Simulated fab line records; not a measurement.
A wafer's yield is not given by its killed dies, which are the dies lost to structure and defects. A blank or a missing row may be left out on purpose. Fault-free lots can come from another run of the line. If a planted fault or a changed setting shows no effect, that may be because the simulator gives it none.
Matching of chambers || flow nand_harc || NHARC_A_DECK1_JOINT_CMP_02 on cmp-03 has 4 sister chambers
The step polishes SiOx. 4 wafers are shown with their chamber, then 8 later ones without.

== WAFERS WITH THEIR CHAMBER ==
{"wafer": "L081.4", "chamber": 0, "motor_current_A (A)": 11.6}
{"wafer": "L083.4", "chamber": 3, "motor_current_A (A)": 11.2}
{"wafer": "L086.6", "chamber": 1, "motor_current_A (A)": 10.5}
{"wafer": "L090.4", "chamber": 2, "motor_current_A (A)": 11.3}

== WAFERS WITH NO CHAMBER GIVEN ==
{"wafer": "L090.5", "motor_current_A (A)": 11.4}
{"wafer": "L090.6", "motor_current_A (A)": 11.3}
{"wafer": "L094.1", "motor_current_A (A)": 11.7}
{"wafer": "L094.3", "motor_current_A (A)": 10.6}
{"wafer": "L094.6", "motor_current_A (A)": 12.5}
{"wafer": "L095.1", "motor_current_A (A)": 10.4}
{"wafer": "L095.4", "motor_current_A (A)": 11.9}
{"wafer": "L095.5", "motor_current_A (A)": 11.5}

== WHICH CHAMBER EACH WENT THROUGH ==
{"wafer": "L090.5", "from the rows above": "can't be placed: 2 or 0 or 3", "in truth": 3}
{"wafer": "L090.6", "from the rows above": "can't be placed: 2 or 3 or 0", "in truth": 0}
{"wafer": "L094.1", "from the rows above": "can't be placed: 0 or 2 or 3", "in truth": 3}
{"wafer": "L094.3", "from the rows above": "can't be placed: 1 or 3 or 2", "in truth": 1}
{"wafer": "L094.6", "from the rows above": "can't be placed: 0 or 2 or 3", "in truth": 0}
{"wafer": "L095.1", "from the rows above": 1, "in truth": 1}
{"wafer": "L095.4", "from the rows above": "can't be placed: 0 or 2 or 3", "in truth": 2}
{"wafer": "L095.5", "from the rows above": "can't be placed: 0 or 2 or 3", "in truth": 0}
Placed correctly: 1 of 8. Not placeable from these rows: 7 (in 7, the candidates include the true chamber). Wrongly placed: 0.
How it was worked out, from the rows above alone: a wafer's distance from a chamber is the root of the sum, over the readings, of the square of ((its reading less the chamber's mean) divided by the reading's scatter). If the next closest chamber is less than 2 further off than the closest, the wafer can't be placed; otherwise it belongs to the closest. A chamber's mean is the mean of its shown wafers. The scatter: with one shown wafer a chamber, the root of the mean of the squares of how far each hidden wafer lies from its nearest shown one.
